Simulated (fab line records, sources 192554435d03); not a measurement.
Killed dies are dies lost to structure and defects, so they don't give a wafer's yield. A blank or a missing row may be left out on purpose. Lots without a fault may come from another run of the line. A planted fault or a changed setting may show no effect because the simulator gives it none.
fab line records | flow n5_finfet | part 1 of 2: steps 1 to 19 of 27
record lots=5 wafers=15 last_day=19
route steps=1938 shown BEOL_M3@931
lots that met no fault: from a run of the same line without faults
start_h: hours from the record's first day to the start of the lot's first wafer shown | wait_h: hours since the lot's step before | " the same as in the row above | L1.1+2: a row that stands for several wafers | - no value, or no start given | * or withheld: withheld | < > ~ a bound
route shown NAME@n: a module of which the file shows steps, and the number in the route of the first | usual: mean/standard deviation of fault-free wafers | same: alike in all rows | chamber/n: place in a boat | sites: the reading at each site | _std_site: their standard deviation | _edge_site: outer sites' mean less inner sites' | radius_mm: how far each site lies from the wafer's centre | mask NAME#n: copy n | behind: the tool/chamber that last shaped the wafer | hold: why the lot was held/for how many hours/how that ended | device: the transistor (n, p or np) that didn't switch | end of line: the same wafers' tests at the end of the route | a step without rows: its recipe alone | killed: dies lost to structure and defects at the first sort, not the wafer's yield | map: a wafer's dies, x killed, . not, _ none there
set.NAME: the setting as run; set.NAME@STEP: as run at that earlier step | model.NAME: the simulator's own value behind a step, which no gauge read
lots at some steps of the route; a table a step, a row a wafer
services: from which hour (start_h, from the record's first day; less than 0 if before it) a tool's chamber was out of use, for how many hours, and why
## steps
# step N5_BEOL_M3_ILD_DEP_00
# recipe material=SiOC target_thk_a=790 temp_c=350 precursor=DEMS/O2 pressure_torr=5 rf_w=500 time_s=15.3
# usual heater_power_w=475/110 showerhead_plenum_p_Torr=5.696/0.018 throttle_valve_pct=12.0/0.58
# columns lot.wafer tool chamber start_h wait_h heater_power_w showerhead_plenum_p_Torr throttle_valve_pct
L076.1 pecvd-03 0 196.90 0.0 298 5.694 12.1
L076.3 " 2 " " 460 5.731 11.0
L076.4 " 0 " " 295 5.699 12.0
L079.1 pecvd-03 1 220.62 0.0 361 5.696 12.4
L079.5 " 0 " " 366 5.694 12.1
L079.6 " 1 " " 354 5.685 12.5
L085.1 pecvd-03 1 244.46 0.0 377 5.690 12.5
L085.4 " 1 " " 386 5.690 12.8
L085.5 " 2 " " 552 5.722 11.3
L088.2 pecvd-01 2 273.69 0.0 327 5.700 11.1
L088.3 " 1 " " 555 5.722 11.4
L088.4 " 0 " " 455 5.690 12.3
L089.3 pecvd-04 2 276.44 0.0 620 5.698 11.3
L089.4 " 2 " " 615 5.690 10.9
L089.6 " 1 " " 488 5.665 12.8
# step N5_BEOL_M3_THK_MEAS_01
# recipe reads=SiOC_of_BEOL_M3_ILD_DEP_00
# usual M3_ILD_THK=79.3/1.2
# columns lot.wafer tool chamber start_h wait_h M3_ILD_THK[nm]
L076.1 film_metro-01 - 196.96 0.0 80.1
L076.3 " - " " 79.0
L076.4 " - " " 81.6
L079.1 film_metro-01 - 220.69 0.0 79.3
L079.5 " - " " 79.5
L079.6 " - " " 80.0
L085.1 film_metro-02 - 244.53 0.0 81.0
L085.4 " - " " 81.8
L085.5 " - " " 80.2
L088.2 film_metro-02 - 273.76 0.1 78.3
L088.3 " - " " 78.2
L088.4 " - " " 80.5
L089.3 film_metro-02 - 276.51 0.1 78.9
L089.4 " - " " 80.7
L089.6 " - " " 79.2
# step N5_BEOL_M3_PECVD_72
# recipe material=SiO2 target_thk_a=160 temp_c=400 precursor=TEOS/O2 pressure_torr=5.5 rf_w=450 teos_flow_sccm=53.8 gas=O2 flow_sccm=3000 time_s=18
# usual heater_power_w=735/150 showerhead_plenum_p_Torr=8.77/0.074 throttle_valve_pct=22.4/1.1
# columns lot.wafer tool chamber start_h wait_h heater_power_w showerhead_plenum_p_Torr throttle_valve_pct
L076.1 pecvd-03 2 197.00 0.0 825 8.91 21.3
L076.3 " 1 " " 598 8.75 23.6
L076.4 " 0 " " 571 8.73 22.8
L079.1 pecvd-03 1 220.73 0.0 625 8.76 23.2
L079.5 " 1 " " 641 8.75 23.7
L079.6 " 0 " " 544 8.74 23.0
L085.1 pecvd-04 2 244.56 0.0 889 8.78 20.6
L085.4 " 0 " " 863 8.73 22.5
L085.5 " 1 " " 791 8.69 23.6
L088.2 pecvd-04 1 273.79 0.0 820 8.67 23.6
L088.3 " 0 " " 935 8.71 22.7
L088.4 " 0 " " 943 8.73 22.7
L089.3 pecvd-03 1 276.55 0.0 641 8.76 23.5
L089.4 " 0 " " 550 8.75 22.8
L089.6 " 2 " " 759 8.88 21.1
# step N5_BEOL_M3_HM_DEP_02
# recipe material=TiN target_thk_a=200 temp_c=25 chamber_pressure_pa=0.49996
# usual throttle_valve_pct=30.1/1.1
# columns lot.wafer tool chamber start_h wait_h throttle_valve_pct
L076.1 pvd_sputter-01 - 198.02 1.0 31.9
L076.3 " - " " 30.0
L076.4 " - " " 31.7
L079.1 pvd_sputter-02 - 221.58 0.8 30.2
L079.5 " - " " 30.6
L079.6 " - " " 28.7
L085.1 pvd_sputter-02 - 245.61 1.0 30.1
L085.4 " - " " 30.7
L085.5 " - " " 30.6
L088.2 pvd_sputter-02 - 276.15 2.3 30.4
L088.3 " - " " 30.7
L088.4 " - " " 28.8
L089.3 pvd_sputter-02 - 277.31 0.7 28.9
L089.4 " - " " 30.2
L089.6 " - " " 30.5
# step N5_BEOL_M3_COAT_61
# recipe resist=SOC temp_c=250 time_s=60 spin_rpm=1500 resist_thk_nm=60
# usual heater_power_total_W=500.6/1.8 resist_line_temp_C=23.01/0.11
# columns lot.wafer tool chamber start_h wait_h heater_power_total_W resist_line_temp_C
L076.1 litho_track-05 0 198.14 0.1 499.9 22.91
L076.3 " 0 " " 498.1 22.92
L076.4 " 0 " " 499.0 23.05
L079.1 litho_track-03 0 221.71 0.1 500.1 23.16
L079.5 " 0 " " 498.1 23.20
L079.6 " 0 " " 500.0 23.10
L085.1 litho_track-03 0 245.73 0.1 503.0 22.80
L085.4 " 0 " " 501.5 22.83
L085.5 " 0 " " 501.8 22.79
L088.2 litho_track-02 0 276.28 0.1 498.8 22.97
L088.3 " 0 " " 502.7 23.01
L088.4 " 0 " " 502.9 23.02
L089.3 litho_track-05 0 277.44 0.1 501.6 23.21
L089.4 " 0 " " 502.0 23.01
L089.6 " 0 " " 499.1 23.01
# step N5_BEOL_M3_COAT_62
# recipe resist=SiARC temp_c=220 time_s=60 spin_rpm=1500 resist_thk_nm=12
# usual heater_power_total_W=427.5/2.3 resist_line_temp_C=23.01/0.1
# columns lot.wafer tool chamber start_h wait_h heater_power_total_W resist_line_temp_C
L076.1 litho_track-05 0 - - 429.0 22.93
L076.3 " 0 " " 429.4 22.97
L076.4 " 0 " " 429.5 23.14
L079.1 litho_track-03 0 - - 424.2 23.13
L079.5 " 0 " " 430.4 23.16
L079.6 " 0 " " 430.5 22.93
L085.1 litho_track-03 0 - - 429.5 23.17
L085.4 " 0 " " 427.5 23.17
L085.5 " 0 " " 426.0 23.09
L088.2 litho_track-02 0 - - 431.0 22.93
L088.3 " 0 " " 426.6 22.99
L088.4 " 0 " " 428.8 23.14
L089.3 litho_track-05 0 - - 427.0 22.88
L089.4 " 0 " " 426.8 22.86
L089.6 " 0 " " 427.4 22.78
# step N5_BEOL_M3_COAT_73
# recipe resist=underlayer temp_c=205 time_s=60 spin_rpm=1500 resist_thk_nm=5
# usual heater_power_total_W=391.7/1.2 resist_line_temp_C=23.02/0.11
# columns lot.wafer tool chamber start_h wait_h heater_power_total_W resist_line_temp_C
L076.1 litho_track-05 0 - - 391.5 22.97
L076.3 " 0 " " 391.3 22.95
L076.4 " 0 " " 389.7 23.02
L079.1 litho_track-03 0 - - 391.5 22.98
L079.5 " 0 " " 393.4 22.88
L079.6 " 0 " " 391.3 22.98
L085.1 litho_track-03 0 - - 390.8 22.98
L085.4 " 0 " " 391.2 23.10
L085.5 " 0 " " 390.3 22.96
L088.2 litho_track-02 0 - - 390.2 22.89
L088.3 " 0 " " 393.7 22.95
L088.4 " 0 " " 392.5 22.89
L089.3 litho_track-05 0 - - 392.6 22.93
L089.4 " 0 " " 392.0 22.99
L089.6 " 0 " " 393.0 23.02
# step N5_BEOL_M3_COAT_05
# recipe resist=CAR-EUV spin_rpm=1500 resist_thk_nm=30
# usual resist_line_temp_C=23.00/0.11
# columns lot.wafer tool chamber start_h wait_h resist_line_temp_C
L076.1 litho_track-05 0 - - 22.97
L076.3 " 0 " " 23.06
L076.4 " 0 " " 23.10
L079.1 litho_track-03 0 - - 23.02
L079.5 " 0 " " 22.99
L079.6 " 0 " " 22.92
L085.1 litho_track-03 0 - - 23.09
L085.4 " 0 " " 23.02
L085.5 " 0 " " 23.12
L088.2 litho_track-02 0 - - 22.93
L088.3 " 0 " " 22.94
L088.4 " 0 " " 23.06
L089.3 litho_track-05 0 - - 22.95
L089.4 " 0 " " 23.02
L089.6 " 0 " " 23.03
# step N5_BEOL_M3_EBR_07
# recipe solvent=PGMEA ebr_width_mm=1.5
# usual resist_line_temp_C=23.01/0.12
# same ebr_width_mm=1.5
# columns lot.wafer tool chamber start_h wait_h resist_line_temp_C
L076.1 litho_track-05 0 - - 22.85
L076.3 " 0 " " 22.92
L076.4 " 0 " " 23.03
L079.1 litho_track-03 0 - - 23.08
L079.5 " 0 " " 22.92
L079.6 " 0 " " 23.04
L085.1 litho_track-03 0 - - 23.17
L085.4 " 0 " " 22.90
L085.5 " 0 " " 22.94
L088.2 litho_track-02 0 - - 22.88
L088.3 " 0 " " 23.09
L088.4 " 0 " " 23.06
L089.3 litho_track-05 0 - - 23.27
L089.4 " 0 " " 23.30
L089.6 " 0 " " 23.19
# step N5_BEOL_M3_SOFTBAKE_06
# recipe temp_c=110 time_s=60 resist=CAR-EUV
# usual heater_power_total_W=175.4/1.6 resist_line_temp_C=23.01/0.11
# columns lot.wafer tool chamber start_h wait_h heater_power_total_W resist_line_temp_C
L076.1 litho_track-05 0 - - 173.0 23.11
L076.3 " 0 " " 175.9 23.05
L076.4 " 0 " " 175.1 23.18
L079.1 litho_track-03 0 - - 176.0 22.91
L079.5 " 0 " " 176.2 23.04
L079.6 " 0 " " 173.0 23.07
L085.1 litho_track-03 0 - - 176.2 23.14
L085.4 " 0 " " 173.7 23.07
L085.5 " 0 " " 176.4 23.01
L088.2 litho_track-02 0 - - 176.5 23.05
L088.3 " 0 " " 177.3 22.98
L088.4 " 0 " " 177.5 23.05
L089.3 litho_track-05 0 - - 177.4 22.97
L089.4 " 0 " " 175.0 23.07
L089.6 " 0 " " 177.4 22.79
# step N5_BEOL_M3_EXPOSE_08
# recipe mask_id=M3 na=0.33 source_shape=dipole sigma_inner=0.369 sigma_outer=0.767 polarization=unpolarized dose_mj=33
# columns lot.wafer tool chamber start_h wait_h mask
L076.1+3+4 euv_scanner-02 0 198.40 - M3#0
L079.1+5+6 euv_scanner-01 0 221.97 - M3#0
L085.1+4+5 euv_scanner-01 0 245.87 - M3#0
L088.2+3+4 euv_scanner-01 0 276.42 - M3#0
L089.3+4+6 euv_scanner-02 0 277.71 - M3#0
# step N5_BEOL_M3_PEB_09
# recipe peb_temp_c=100 peb_time_s=60 resist=CAR-EUV
# usual heater_power_total_W=154.1/1.1 resist_line_temp_C=22.99/0.1
# columns lot.wafer tool chamber start_h wait_h heater_power_total_W resist_line_temp_C
L076.1 litho_track-05 0 198.46 0.1 154.0 23.07
L076.3 " 0 " " 153.0 22.88
L076.4 " 0 " " 155.6 22.99
L079.1 litho_track-02 0 222.03 0.1 154.1 22.98
L079.5 " 0 " " 155.6 23.01
L079.6 " 0 " " 152.9 22.98
L085.1 litho_track-03 0 245.93 0.1 153.0 22.98
L085.4 " 0 " " 152.9 22.97
L085.5 " 0 " " 155.7 22.84
L088.2 litho_track-03 0 276.47 0.0 155.5 22.94
L088.3 " 0 " " 154.6 22.93
L088.4 " 0 " " 155.5 23.13
L089.3 litho_track-03 0 277.76 0.0 152.8 22.84
L089.4 " 0 " " 155.4 23.03
L089.6 " 0 " " 153.5 23.03
# step N5_BEOL_M3_DEVELOP_10
# recipe develop_time_s=30 developer=TMAH resist=CAR-EUV rinse_liquid=surfactant_rinse dry=air_spin dev_temp_c=23
# usual resist_line_temp_C=22.98/0.11
# columns lot.wafer tool chamber start_h wait_h resist_line_temp_C
L076.1 litho_track-05 0 - - 22.86
L076.3 " 0 " " 22.98
L076.4 " 0 " " 22.95
L079.1 litho_track-02 0 - - 23.07
L079.5 " 0 " " 23.12
L079.6 " 0 " " 23.05
L085.1 litho_track-03 0 - - 23.03
L085.4 " 0 " " 23.09
L085.5 " 0 " " 22.98
L088.2 litho_track-03 0 - - 22.95
L088.3 " 0 " " 22.99
L088.4 " 0 " " 23.07
L089.3 litho_track-03 0 - - 23.03
L089.4 " 0 " " 23.11
L089.6 " 0 " " 23.09
# step N5_BEOL_M3_CD_MEAS_11
# recipe target_cd_nm=17.05 landing_energy_ev=500 detector=se_inlens polarity=opening
# usual cd_nm=17.11/0.3
# columns lot.wafer tool chamber start_h wait_h cd_nm
L076.1 cd_sem-02 0 198.53 - 16.79
L076.3 " 0 " " 16.75
L076.4 " 0 " " 17.00
L079.1 cd_sem-01 0 222.10 - 17.36
L079.5 " 0 " " 16.86
L079.6 " 0 " " 16.82
L085.1 cd_sem-01 0 246.00 - 16.81
L085.4 " 0 " " 17.53
L085.5 " 0 " " 16.85
L088.2 cd_sem-03 0 276.54 - 17.15
L088.3 " 0 " " 17.48
L088.4 " 0 " " 17.27
L089.3 cd_sem-02 0 277.83 - 17.36
L089.4 " 0 " " 17.26
L089.6 " 0 " " 17.11
# step N5_BEOL_M3_OVL_MEAS_12
# recipe points_per_wafer=522
# usual M3_OVL=0.4/0.72
# columns lot.wafer tool chamber start_h wait_h M3_OVL[nm]
L076.1 overlay-02 0 198.56 0.0 -0.8
L076.3 " 0 " " 0.2
L076.4 " 0 " " 0.6
L079.1 overlay-01 0 222.13 0.0 0.1
L079.5 " 0 " " 0.7
L079.6 " 0 " " -0.3
L085.1 overlay-01 0 246.03 0.0 -0.3
L085.4 " 0 " " -0.3
L085.5 " 0 " " -0.1
L088.2 overlay-01 0 276.58 0.0 0.4
L088.3 " 0 " " 0.9
L088.4 " 0 " " 0.9
L089.3 overlay-01 0 277.87 0.0 0.3
L089.4 " 0 " " 1.2
L089.6 " 0 " " 2.0
# step N5_BEOL_M3_INSPECT_13
# recipe mode=adi inspect_instrument=brightfield
# usual raw_defect_count=412/89
# columns lot.wafer tool chamber start_h wait_h raw_defect_count
L076.1 defect_inspect-01 - 198.63 0.1 530
L076.3 " - " " 475
L076.4 " - " " 412
L079.1 defect_inspect-01 - 222.19 0.1 302
L079.5 " - " " 437
L079.6 " - " " 477
L085.1 defect_inspect-01 - 246.09 0.1 352
L085.4 " - " " 563
L085.5 " - " " 473
L088.2 defect_inspect-02 - 276.63 0.0 382
L088.3 " - " " 349
L088.4 " - " " 410
L089.3 defect_inspect-01 - 277.92 0.0 410
L089.4 " - " " 439
L089.6 " - " " 442
# step N5_BEOL_M3_DESCUM_16
# recipe chemistry=O2 time_s=7 source_power_w=50 bias_power_w=20 pressure_mtorr=20 rf_frequency_hz=2.712e+07 temp_c=40 resist=CAR-EUV o2_flow_sccm=225
# usual drypump_motor_current_A=5.7/0.4 oes_product_au=0.78/0.091 rf_vpp_V=243.1/1.5 showerhead_plenum_p_Torr=2.09/0.081 throttle_valve_pct=20.37/0.3
# columns lot.wafer tool chamber start_h wait_h drypump_motor_current_A oes_product_au rf_hours_counter_h rf_vpp_V showerhead_plenum_p_Torr throttle_valve_pct
L076.1 rie_diel-02 3 198.66 0.0 5.4 0.85 42 245.7 2.23 20.12
L076.3 " 1 " " 4.8 0.76 159 243.2 2.12 20.87
L076.4 " 2 " " 5.8 0.69 191 241.1 1.99 20.67
L079.1 rie_diel-02 1 222.22 0.0 4.8 0.75 168 243.4 2.12 20.91
L079.5 " 1 " " 4.8 0.75 - 243.1 2.12 20.89
L079.6 " 2 " " 5.8 0.69 - 241.3 1.99 20.68
L085.1 rie_diel-03 3 246.12 0.0 6.5 0.73 154 242.7 2.10 20.39
L085.4 " 2 " " 6.0 0.70 211 241.8 1.98 20.11
L085.5 " 2 " " 6.0 0.70 - 241.3 1.98 20.12
L088.2 rie_diel-02 3 276.76 0.1 5.4 0.80 68 244.4 2.22 20.17
L088.3 " 1 " " 4.8 0.74 176 243.0 2.11 20.91
L088.4 " 2 " " 5.9 0.68 217 240.8 1.98 20.68
L089.3 rie_diel-03 2 277.95 0.0 6.0 0.68 223 241.7 1.98 20.12
L089.4 " 2 " " 5.9 0.69 - 241.4 1.98 20.13
L089.6 " 0 " " 5.2 0.90 - 243.3 2.04 20.30
# step N5_BEOL_M3_ETCH_74
# recipe chemistry=N2/H2 target=underlayer target_depth_a=65 mask_material=CAR-EUV time_s=5.2 ion_energy_ev=200 pressure_mtorr=30 source_w=840 bias_w=150 n2_flow_sccm=200 h2_flow_sccm=200 ends=cleared
# usual bias_w=150.0/0.49 drypump_motor_current_A=5.7/0.4 etch_rf_on_time_s=5.19/0.15 oes_product_au=0.67/0.077 rf_vpp_V=524/3.2 showerhead_plenum_p_Torr=2.54/0.11 throttle_valve_pct=17.80/0.29
# columns lot.wafer tool chamber start_h wait_h bias_w drypump_motor_current_A etch_rf_on_time_s oes_product_au rf_hours_counter_h rf_vpp_V showerhead_plenum_p_Torr throttle_valve_pct
L076.1 rie_diel-02 3 198.70 0.0 149.6 5.4 5.10 0.74 42 528 2.69 17.52
L076.3 " 1 " " 150.7 4.9 5.08 0.66 159 522 2.53 18.09
L076.4 " 2 " " 149.6 5.9 5.49 0.58 191 520 2.44 18.20
L079.1 rie_diel-02 1 222.25 0.0 149.7 4.8 5.14 0.65 168 524 2.53 18.12
L079.5 " 1 " " 148.6 4.8 5.15 0.64 - 523 2.53 18.15
L079.6 " 2 " " 149.9 5.8 5.44 0.59 - 520 2.43 18.21
L085.1 rie_diel-03 3 246.16 0.0 150.5 6.5 5.34 0.63 154 523 2.53 17.68
L085.4 " 2 " " 150.2 6.0 5.09 0.60 211 519 2.41 17.65
L085.5 " 2 " " 150.5 5.9 5.06 0.60 - 521 2.41 17.65
L088.2 rie_diel-02 3 276.79 0.0 149.2 5.4 5.23 0.70 68 532 2.68 17.56
L088.3 " 1 " " 150.0 4.9 5.07 0.65 176 524 2.52 18.12
L088.4 " 2 " " 149.7 5.9 5.43 0.58 217 520 2.43 18.25
L089.3 rie_diel-03 2 277.98 0.0 149.6 6.0 5.16 0.59 223 517 2.41 17.66
L089.4 " 2 " " 149.7 6.0 5.19 0.58 - 519 2.41 17.68
L089.6 " 0 " " 151.1 5.3 5.09 0.76 - 522 2.48 17.68
# step N5_BEOL_M3_ETCH_63
# recipe chemistry=CF4 target=SiARC target_depth_a=156 mask_material=CAR-EUV time_s=26 ion_energy_ev=80 pressure_mtorr=40 source_w=545 bias_w=36 Ar_flow_sccm=100 cf4_flow_sccm=100 ends=cleared
# usual bias_w=35.99/0.11 drypump_motor_current_A=5.7/0.4 etch_rf_on_time_s=25.9/0.76 oes_product_au=0.67/0.078 rf_vpp_V=184.1/1.4 showerhead_plenum_p_Torr=2.15/0.083 throttle_valve_pct=15.64/0.28
# columns lot.wafer tool chamber start_h wait_h bias_w drypump_motor_current_A etch_rf_on_time_s oes_product_au rf_hours_counter_h rf_vpp_V showerhead_plenum_p_Torr throttle_valve_pct
L076.1 rie_diel-02 3 198.71 0.0 36.09 5.4 25.5 0.73 42 184.3 2.27 15.29
L076.3 " 1 " " 36.09 4.8 25.4 0.66 159 184.3 2.16 15.94
L076.4 " 2 " " 36.14 5.9 27.4 0.59 191 184.1 2.05 15.99
L079.1 rie_diel-02 1 222.27 0.0 35.96 4.8 25.7 0.65 168 183.3 2.16 15.94
L079.5 " 1 " " 36.03 4.8 25.7 0.65 - 184.4 2.16 15.94
L079.6 " 2 " " 36.01 5.9 27.4 0.58 - 184.6 2.05 16.02
L085.1 rie_diel-03 3 246.17 0.0 36.09 6.5 26.8 0.63 154 183.8 2.16 15.72
L085.4 " 2 " " 36.04 6.0 26.0 0.60 211 183.0 2.03 15.33
L085.5 " 2 " " 36.08 6.0 25.6 0.60 - 183.4 2.03 15.36
L088.2 rie_diel-02 3 276.81 0.0 35.80 5.4 25.9 0.70 68 184.6 2.26 15.31
L088.3 " 1 " " 36.15 4.8 25.6 0.65 176 184.3 2.16 15.96
L088.4 " 2 " " 36.03 5.8 27.1 0.58 217 182.7 2.04 16.06
L089.3 rie_diel-03 2 278.00 0.0 35.96 6.0 26.2 0.59 223 181.3 2.02 15.38
L089.4 " 2 " " 35.86 6.0 26.3 0.59 - 183.4 2.02 15.36
L089.6 " 0 " " 36.08 5.2 24.8 0.78 - 184.0 2.11 15.58
